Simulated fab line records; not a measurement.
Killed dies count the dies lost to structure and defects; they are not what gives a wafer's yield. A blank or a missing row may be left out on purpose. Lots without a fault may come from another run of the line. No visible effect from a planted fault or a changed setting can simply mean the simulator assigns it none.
Split-lot study	flow n5-finfet	21 wafers read across 7 lots, on a route 1938 steps long

ON THE SPLIT
At N5_PASSIVATION_PASS_ETCH_47 (etches SiNx in CF4/O2, target depth 770 nm, time 385 s), the setting time-s was moved away from the recipe's 385 s on 9 of the 21 wafers read, by -20.8% to +12.4%. All remaining wafers had this setting at the recipe value.

The split's own step is where the reading is taken.

THE READING
etch.depth-nm (the simulator's own value, which no gauge read), in nm, at N5_PASSIVATION_PASS_ETCH_47 (etches SiNx in CF4/O2, target depth 770 nm, time 385 s). No usual value for it is given in the file. Here, 12 wafers ran the recipe; their average is 768.8 nm with a standard deviation of 27 nm.

wafer	tool, chamber at the split	time-s as run, s	against the recipe	etch.depth-nm, nm	against lot-mates on the recipe
L074.1	rie-diel-05, 0	356.5	-7.4%	703.4	-82.8
L074.2	rie-diel-05, 1	385	recipe	786.2	-
L074.3	rie-diel-05, 3	356.5	-7.4%	702.1	-84.1
L077.3	rie-diel-06, 0	421.1	+9.4%	810.3	no lot-mate on the recipe
L077.4	rie-diel-06, 3	421.1	+9.4%	826.8	no lot-mate on the recipe
L077.5	rie-diel-06, 0	421.1	+9.4%	809.6	no lot-mate on the recipe
L078.2	rie-diel-06, 3	305.1	-20.8%	608.6	-188.8
L078.4	rie-diel-06, 3	305.1	-20.8%	608	-189.4
L078.5	rie-diel-06, 1	385	recipe	797.4	-
L081.3	rie-diel-01, 1	385	recipe	740.9	-
L081.4	rie-diel-01, 0	432.6	+12.4%	845.7	+86.0
L081.5	rie-diel-01, 3	385	recipe	778.6	-
L084.1	rie-diel-06, 2	385	recipe	788.9	-
L084.4	rie-diel-06, 1	385	recipe	802.1	-
L084.5	rie-diel-06, 0	385	recipe	733.7	-
L087.1	rie-diel-05, 0	385	recipe	752.1	-
L087.3	rie-diel-05, 2	385	recipe	747.8	-
L087.4	rie-diel-05, 1	385	recipe	788	-
L094.3	rie-diel-06, 1	307	-20.3%	636.5	-118.2
L094.4	rie-diel-06, 0	385	recipe	718.1	-
L094.6	rie-diel-06, 2	385	recipe	791.3	-

THE FIT
A straight line over all 21 wafers: etch.depth-nm changes by +6.88 nm for each +1% of time-s; r = +0.94; the points scatter about the line by 24 nm.
The same after taking each lot's own level away (the mean of its wafers on the recipe; 18 wafers): +8.03 nm for each +1%; r = +0.94; scatter 26 nm.
On that fit, the largest move of time-s shifts the reading by 1.7e+02 nm.
From 754.70 to 797.40 nm: that is the span of the lots' own levels, equal to 1.6 times the standard deviation above.
Thus the slope moves with the lot-to-lot level: the two fits are different.
Check: -163 nm against its lot-mates is what the line predicts for one of the wafers moved furthest among these (-20.8%) when that wafer is left out of the fit. It came out at -189 nm against them.

THESE WAFERS: OTHER SPLITS
These wafers also went through other splits before the reading. Each is held against what the fit with the lots' levels taken away leaves over:
other split on the same wafers	wafers away from the commonest value	r with etch.depth-nm (lot level and that fit taken away)
N5_BEOL_M15_PEB_26 peb-temp-c	7	+0.13
N5_MIM_BOT_LITHO_EXPOSE_05 dose-mj	4	+0.15

THE FILE'S OWN FIT
etch.depth-nm changes by +7.63 nm for each +1% of time-s, r = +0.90.
